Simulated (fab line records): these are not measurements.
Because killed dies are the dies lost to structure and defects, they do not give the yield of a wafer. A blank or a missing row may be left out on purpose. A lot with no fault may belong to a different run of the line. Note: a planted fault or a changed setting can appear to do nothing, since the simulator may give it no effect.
fab line records    flow n5Finfet
record: lots: 3  wafers: 9  lastDay: 17
route steps=1938 shown FIN_SAQP@135 FIN_CUT@154 STI_FIN_REVEAL@196 BEOL_M4@1111
lots that met no fault: from a run of the same line without faults
startH: the number of hours between the record's first day and the start of the first shown wafer of the lot    waitH: hours from the lot's prior step to this one    " the same as in the row above    L1.1+2: one row covering several wafers at once    - value missing, or start not given    * or withheld: withheld    < > ~ a bound
route shown NAME@n: NAME is a module with steps in the file, n the number in the route of the first one    usual: average and standard deviation across the fault-free wafers    same: alike in all rows    chamber/n: place in a boat    sites: per-site readings    _std_site: the standard deviation of these    _edge_site: inner sites' mean taken away from outer sites' mean    radiusMm: how far each site lies from the wafer's centre    mask NAME#n: copy n    behind: the most recent tool/chamber to have shaped the wafer    hold: reason for holding the lot/hours on hold/outcome of the hold    device: which transistor (n, p or np) failed to switch    end of line: the route-end tests of the same wafers    a step given without rows: its recipe and nothing more    killed: count of dies lost to structure and defects at first sort (not the wafer's yield)    map: a wafer's dies, marking killed ones x, the rest . and places with no die _
set.NAME: setting as actually run; set.NAME@STEP: the setting as run at that earlier step    model.NAME: the simulator's own value behind a step, which no gauge read
a table for each step, a row for each wafer; lots at some steps of the route
services: the hour from which a tool's chamber was out of use, counted from the record's first day as startH (under 0 if before that day), plus the number of hours and why
== steps ==
step: N5_FIN_SAQP_ETCH_67
recipe: chemistry: CH3F/O2  target: SiNx  targetDepthA: 300  maskMaterial: SOC  pressureMtorr: 30  sourceW: 395  biasW: 73  Ar_flow_sccm: 150  CH3F_flow_sccm: 30  O2_flow_sccm: 20  ionEnergyEv: 120
step: N5_FIN_SAQP_STRIP_70
recipe: chemistry: N2/H2  powerW: 500  tempC: 40  pressureMtorr: 50  rfFrequencyHz: 6e+07  overashFraction: 0.3  biasPowerW: 28  h2Frac: 0.5  n2FlowSccm: 300  h2FlowSccm: 300
step: N5_FIN_SAQP_RECESS_71
recipe: chemistry: HF/NH3  target: SiO2  targetDepthA: 30  afsCycles: 1  tempC: 30  sublimationTempC: 180  sublimationTimeS: 60
step: N5_FIN_SAQP_SPACER2_ALD_28
recipe: material: SiO2  targetThkA: 81  tempC: 300  aldPrecursorFamily: BDEAS  aldCoReactant: O2-plasma  pulseTimeS: 1  purgeTimeS: 2  coReactantPurgeTimeS: 2  pressureTorr: 2
step: N5_FIN_SAQP_SPACER2_ETCHBACK_29
recipe: chemistry: CHF3/O2  mode: anisotropicEtchback  target: SiO2  targetDepthA: 122  timeS: 6.1  pressureMtorr: 30  sourceW: 650  biasW: 170  Ar_flow_sccm: 200  CHF3_flow_sccm: 50  O2_flow_sccm: 5  ionEnergyEv: 200
step: N5_FIN_SAQP_MANDREL2_REMOVE_60
recipe: chemistry: HBr/Cl2/O2  btTimeS: 10  target: a-Si  stopOn: SiNx  endpoint: OES-SiCl  overEtchFrac: 1  icpW: 600  biasW: 22  HBr_flow_sccm: 150  Cl2_flow_sccm: 80  O2_flow_sccm: 5  pressureMtorr: 10
step: N5_FIN_SAQP_HM_OPEN_33
recipe: chemistry: CH3F/O2  target: SiNx  maskMaterial: SiO2  targetDepthA: 494  timeS: 70.6  pressureMtorr: 30  sourceW: 395  biasW: 73  Ar_flow_sccm: 150  CH3F_flow_sccm: 30  O2_flow_sccm: 20  ionEnergyEv: 120  ends: cleared
step: N5_FIN_SAQP_ETCH_34
recipe: chemistry: C4F6/O2  target: SiO2  targetDepthA: 450  timeS: 15  ionEnergyEv: 250  pressureMtorr: 30  sourceW: 345  biasW: 185  Ar_flow_sccm: 300  C4F6_flow_sccm: 10  O2_flow_sccm: 10  ends: cleared
step: N5_FIN_SAQP_STRIP_77
recipe: chemistry: N2/H2  timeS: 90  powerW: 100  tempC: 40  pressureMtorr: 100  rfFrequencyHz: 6e+07  biasPowerW: 3  n2FlowSccm: 300  h2FlowSccm: 300
step: N5_FIN_SAQP_ETCH_64
recipe: chemistry: CF4  target: SiO2  targetDepthA: 15  ionEnergyEv: 350  pressureMtorr: 10  icpW: 800  biasW: 400  cf4FlowSccm: 80
step: N5_FIN_SAQP_FIN_ETCH_36
recipe: chemistry: HBr/Cl2/O2  targetDepthA: 1200  maskMaterial: SiNx  timeS: 50.4  biasW: 102  pressureMtorr: 10  icpW: 800  HBr_flow_sccm: 150  Cl2_flow_sccm: 80  O2_flow_sccm: 12
usual: biasW: 101.99/0.29  drypumpMotorCurrentA: 6.0/0.39  oes_o_777_au: 0.99/0.035  oesProductAu: 0.989/0.016  throttleValvePct: 36.04/0.24
lot.wafer  tool      chamber  startH  waitH  biasW   drypumpMotorCurrentA  oes_o_777_au  oesProductAu  rfHoursCounterH  throttleValvePct  model.FIN_SAQP.featureDepthNm  model.etch.depthNm  model.SiNx_of_FIN_SAQP_HM_DEP_03.thkNm
L332.1     rieSi-01  2        59.54   0.0    102.18  5.9                   1.02          0.990         161              35.77             118.4                          118.4               21.2
L332.3     "         1        "       "      101.91  6.0                   1.02          1.008         6                36.20             121                            120.9               20.2
L332.5     "         0        "       "      101.83  6.1                   1.00          1.014         -                36.24             119                            118.9               21.2
L333.3     rieSi-01  0        65.67   0.0    102.00  6.0                   1.01          1.008         24               36.22             119.2                          119.3               20.4
L333.4     "         0        "       "      102.04  6.0                   1.01          1.013         -                36.21             120                            119.9               20.6
L333.6     "         2        "       "      114.11  5.9                   1.02          1.003         -                35.71             122.4                          122.3               20.4
L349.2     rieSi-02  1        159.29  0.0    102.24  6.4                   1.01          0.999         61               36.04             120.4                          120.5               21
L349.4     "         0        "       "      102.12  5.1                   0.97          1.000         112              36.10             118.8                          118.9               21.8
L349.6     "         0        "       "      102.32  5.1                   0.96          0.992         -                36.12             118.4                          118.4               22.2
step: N5_FIN_SAQP_PRECLEAN_38
recipe: chemistry: O3/DIW  timeS: 45  tempC: 22  o3Ppm: 10
step: N5_FIN_SAQP_PRECLEAN_45
recipe: chemistry: dHF  timeS: 10  dilution: 500:1  tempC: 25
step: N5_FIN_SAQP_SRD_39
recipe: dry: ipaMarangoni  timeS: 30  tempC: 23  rinseLiquid: diw
step: N5_FIN_CUT_COAT_18
recipe: resist: SOC  tempC: 250  timeS: 60  spinRpm: 1500  resistThkNm: 230
step: N5_FIN_CUT_COAT_19
recipe: resist: SiARC  tempC: 220  timeS: 60  spinRpm: 1500  resistThkNm: 20
step: N5_FIN_CUT_COAT_29
recipe: resist: underlayer  tempC: 205  timeS: 60  spinRpm: 1500  resistThkNm: 10
step: N5_FIN_CUT_COAT_02
recipe: resist: CAR-EUV  spinRpm: 1500  resistThkNm: 30
step: N5_FIN_CUT_EBR_04
recipe: solvent: PGMEA  ebrWidthMm: 1.5
step: N5_FIN_CUT_SOFTBAKE_03
recipe: tempC: 110  timeS: 60  resist: CAR-EUV
step: N5_FIN_CUT_EXPOSE_05
recipe: maskId: FIN_CUT  na: 0.33  sourceShape: annular  sigmaInner: 0.35  sigmaOuter: 0.8  polarization: unpolarized  doseMj: 45.75
step: N5_FIN_CUT_PEB_06
recipe: pebTempC: 100  pebTimeS: 60  resist: CAR-EUV
step: N5_FIN_CUT_DEVELOP_07
recipe: developTimeS: 30  developer: TMAH  resist: CAR-EUV  rinseLiquid: surfactantRinse  dry: airSpin  devTempC: 23
step: N5_FIN_CUT_DESCUM_13
recipe: chemistry: O2  timeS: 7  sourcePowerW: 50  biasPowerW: 20  pressureMtorr: 20  rfFrequencyHz: 2.712e+07  tempC: 40  resist: CAR-EUV  o2FlowSccm: 225
step: N5_FIN_CUT_ETCH_30
recipe: chemistry: N2/H2  target: underlayer  targetDepthA: 130  maskMaterial: CAR-EUV  timeS: 10.4  ionEnergyEv: 200  pressureMtorr: 30  sourceW: 840  biasW: 150  n2FlowSccm: 200  h2FlowSccm: 200  ends: cleared
step: N5_FIN_CUT_ETCH_20
recipe: chemistry: CF4  target: SiARC  targetDepthA: 260  maskMaterial: CAR-EUV  timeS: 43.3  ionEnergyEv: 80  pressureMtorr: 40  sourceW: 545  biasW: 36  Ar_flow_sccm: 100  cf4FlowSccm: 100  ends: cleared
step: N5_FIN_CUT_ETCH_21
recipe: chemistry: N2/H2  target: SOC  targetDepthA: 2190  overetchA: 438  maskMaterial: SiARC  tempC: 40  ionEnergyEv: 100  biasW: 61  timeS: 523.5  pressureMtorr: 30  sourceW: 850  n2FlowSccm: 200  h2FlowSccm: 200
step: N5_FIN_CUT_STRIP_23
recipe: chemistry: N2/H2  tempC: 40  n2FlowSccm: 200  h2FlowSccm: 200  rfFrequencyHz: 6e+07
step: N5_FIN_CUT_STRIP_31
recipe: chemistry: N2/H2  tempC: 40  n2FlowSccm: 200  h2FlowSccm: 200  rfFrequencyHz: 6e+07
step: N5_FIN_CUT_STRIP_24
recipe: chemistry: CF4  resist: SiARC  powerW: 300  biasPowerW: 75  pressureMtorr: 50  cf4FlowSccm: 150  rfFrequencyHz: 6e+07
step: N5_FIN_CUT_CUT_ETCH_26
recipe: chemistry: CH3F/O2  target: SiNx  targetDepthA: 390  maskMaterial: SOC  timeS: 55.7  pressureMtorr: 30  sourceW: 395  biasW: 73  Ar_flow_sccm: 150  CH3F_flow_sccm: 30  O2_flow_sccm: 20  ionEnergyEv: 120
step: N5_FIN_CUT_CUT_ETCH_27
recipe: chemistry: CHF3/O2  target: SiO2  targetDepthA: 40  maskMaterial: SOC  overetchA: 20  timeS: 4.9  pressureMtorr: 30  sourceW: 650  biasW: 170  Ar_flow_sccm: 200  CHF3_flow_sccm: 50  O2_flow_sccm: 5  ionEnergyEv: 200
step: N5_FIN_CUT_PRECLEAN_35
recipe: timeS: 13.3  tempC: 45  pressureTorr: 125  pHfTorr: 3  pCoreactantTorr: 25  chemistry: vHF
step: N5_FIN_CUT_CUT_ETCH_15
recipe: chemistry: HBr/Cl2/O2  target: Si  targetDepthA: 1000  btTimeS: 10  maskMaterial: SOC  timeS: 42.4  ionEnergyEv: *  biasW: *  pressureMtorr: 10  icpW: 800  HBr_flow_sccm: 150  Cl2_flow_sccm: 80  O2_flow_sccm: 12
step: N5_STI_FIN_REVEAL_RECESS_09
recipe: chemistry: HF/NH3  target: SiO2  afsCycles: 11  targetDepthA: 425  tempC: 30  sublimationTempC: 180  sublimationTimeS: 60
usual: drypumpMotorCurrentA: 5.9/0.51  forelinePTorr: 0.1279/0.00057
lot.wafer  tool          chamber  startH  waitH  drypumpMotorCurrentA  forelinePTorr  model.SiNx_of_FIN_SAQP_HM_DEP_03.thkNm
L332.1     vaporEtch-02  1        70.51   0.0    6.0                   0.1274         18.4
L332.3     "             1        "       "      6.0                   0.1278         17.2
L332.5     "             0        "       "      5.2                   0.1285         18.2
L333.3     vaporEtch-02  1        74.02   0.6    6.0                   0.1277         17.4
L333.4     "             0        "       "      5.2                   0.1279         17.6
L333.6     "             1        "       "      6.0                   0.1281         17.4
L349.2     vaporEtch-01  1        167.70  0.0    6.3                   0.1288         18.2
L349.4     "             0        "       "      6.5                   0.1270         18.8
L349.6     "             0        "       "      6.5                   0.1274         19.2
step: N5_BEOL_M4_RC_MEAS_101
usual: DIBL_N: 36.3/1.2  DIBL_P: 36.3/1.4  IOFF_N: 0.157/0.02  IOFF_P: 0.22/0.033  ION_N: 675/9.6  ION_P: 465/8.2  SS_N: 71.4/0.45  SS_P: 73.3/0.54  VT_N: 249.8/2.5  VT_P: -249/3.2
lot.wafer  tool       chamber  startH  waitH  DIBL_N[mV/V]  DIBL_P[mV/V]  IOFF_N[nA/um]  IOFF_P[nA/um]  ION_N[uA/um]  ION_P[uA/um]  SS_N[mV/dec]  SS_P[mV/dec]  VT_N[mV]  VT_P[mV]
L332.1     prober-02  0        231.35  0.0    36.4          36.1          0.146          0.20           672           464           71.4          73.2          250.4     -252
L332.3     "          0        "       "      36.2          36.4          0.148          0.20           671           460           72.2          73.5          251.3     -251
L332.5     "          0        "       "      35.3          35.2          0.132          0.19           666           464           71.2          72.3          252.5     -252
L333.3     prober-01  0        235.18  0.3    36.7          36.2          0.146          0.19           670           451           70.4          73.0          251.1     -256
L333.4     "          0        "       "      37.0          36.5          0.146          0.20           669           463           71.2          73.4          251.2     -251
L333.6     "          0        "       "      35.5          35.0          0.124          0.17           661           453           71.1          73.2          254.5     -253
L349.2     prober-01  0        307.35  0.2    37.1          37.2          0.175          0.28           680           472           71.5          73.8          246.7     -245
L349.4     "          0        "       "      36.1          35.8          0.147          0.25           665           465           71.4          72.6          250.7     -246
L349.6     "          0        "       "      36.9          37.3          0.168          0.27           670           472           71.8          73.5          249.9     -245
== services ==
tool          chamber  startH  hours  kind
vaporEtch-02  1        37.15   8.6    repair
rieSi-01      1        62.65   3.2    repair
vaporEtch-02  -        115.18  0.1    repair
rieSi-02      2        134.57  9.6    repair
== key ==
firstSign: step: N5_FIN_SAQP_FIN_ETCH_36  reading: biasW  direction: up  sigmas: 42  usual: *  struck: *
effect none on later readings
modelEffect: step: N5_FIN_SAQP_FIN_ETCH_36  value: FIN_SAQP.featureDepthNm  without: 119.2  struck: 122.4
modelEffect: step: N5_STI_FIN_REVEAL_RECESS_09  value: SiNx_of_FIN_SAQP_HM_DEP_03.thkNm  without: 18.4  struck: 17.4
metAt N5_FIN_SAQP_FIN_ETCH_36
struckWafers L333.6
onsetBetween 59.54 65.67
fault: kind: processParameterDrift  tool: rieSi-01  chamber: 2  onsetH: 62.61  steps: N5_FIN_SAQP_FIN_ETCH_36  channel: biasW  offset: *  shape: step  actsIn: *  stated: *
